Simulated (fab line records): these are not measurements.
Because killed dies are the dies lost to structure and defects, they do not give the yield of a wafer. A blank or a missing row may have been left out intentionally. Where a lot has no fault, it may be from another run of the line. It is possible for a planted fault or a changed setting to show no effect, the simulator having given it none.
Which tool is to blame? -- flow n5_finfet -- 24 lots (72 wafers sampled), 1 step of a 1938-step route

WHAT THE GAUGES SHOWED, per wafer
N5_BEOL_M4_INSPECT_30: inspects for defects (brightfield). Usual: raw_defect_count 416, standard deviation 93.
lot,measured,on,raw_defect_count,flag
L074,day 8 03:19,defect_inspect-02,300 322 238,
L075,day 8 09:03,defect_inspect-02,668 428 547,
L076,day 8 09:26,defect_inspect-01,342 382 410,
L077,day 8 11:57,defect_inspect-02,309 491 370,
L078,day 8 12:21,defect_inspect-02,449 368 390,
L079,day 9 00:40,defect_inspect-01,411 384 318,
L083,day 10 01:58,defect_inspect-02,615 417 523,
L081,day 10 03:47,defect_inspect-01,347 537 586,
L082,day 10 10:24,defect_inspect-02,338 385 367,
L080,day 10 11:45,defect_inspect-02,307 363 479,
L084,day 10 17:10,defect_inspect-02,382 474 293,
L085,day 10 20:25,defect_inspect-01,516 405 433,
L086,day 11 05:52,defect_inspect-02,377 502 420,
L090,day 11 09:41,defect_inspect-01,397 487 497,
L087,day 11 16:43,defect_inspect-02,370 337 294,
L091,day 11 17:48,defect_inspect-01,434 374 284,
L088,day 11 23:52,defect_inspect-01,303 614 416,
L089,day 12 00:55,defect_inspect-02,362 521 498,
L092,day 12 20:11,defect_inspect-02,379 420 405,
L094,day 14 03:01,defect_inspect-01,536 326 467,
L093,day 14 05:42,defect_inspect-02,336 402 388,
L095,day 14 08:11,defect_inspect-02,324 430 449,
L097,day 14 08:38,defect_inspect-01,500 493 640,
L096,day 14 11:47,defect_inspect-01,382 372 501,

EACH LOT AND THE TOOL THAT RAN IT (in order: tool; ch and the chambers of the sampled wafers; start)
The record shows no process step preceding these readings.

WHAT THE TOOLS THEMSELVES READ (means of the sampled wafers that have a number; where no wafer has one, the mark that the record gives instead)
The record holds no such reading with a usual standard deviation.

THE ANSWER, worked out from the rows above alone
Rule: a lot counts as off when the mean over its wafers that have a number is more than 3 standard deviations away from the usual mean. A lot without any number at a reading at which 4 lots or more have one is off too. Any other lot the step has rows for is counted as sound. The gauges are gone through in route order, then the tools' own readings, and for those a lot's mean is taken as printed above. At the first step where some lot is off, the reading lying furthest off is the one used; lots without a number count as furthest.
No lot is off on any of the readings shown, so nothing can be concluded from this.

WHAT WAS PUT IN BY THE SIMULATOR
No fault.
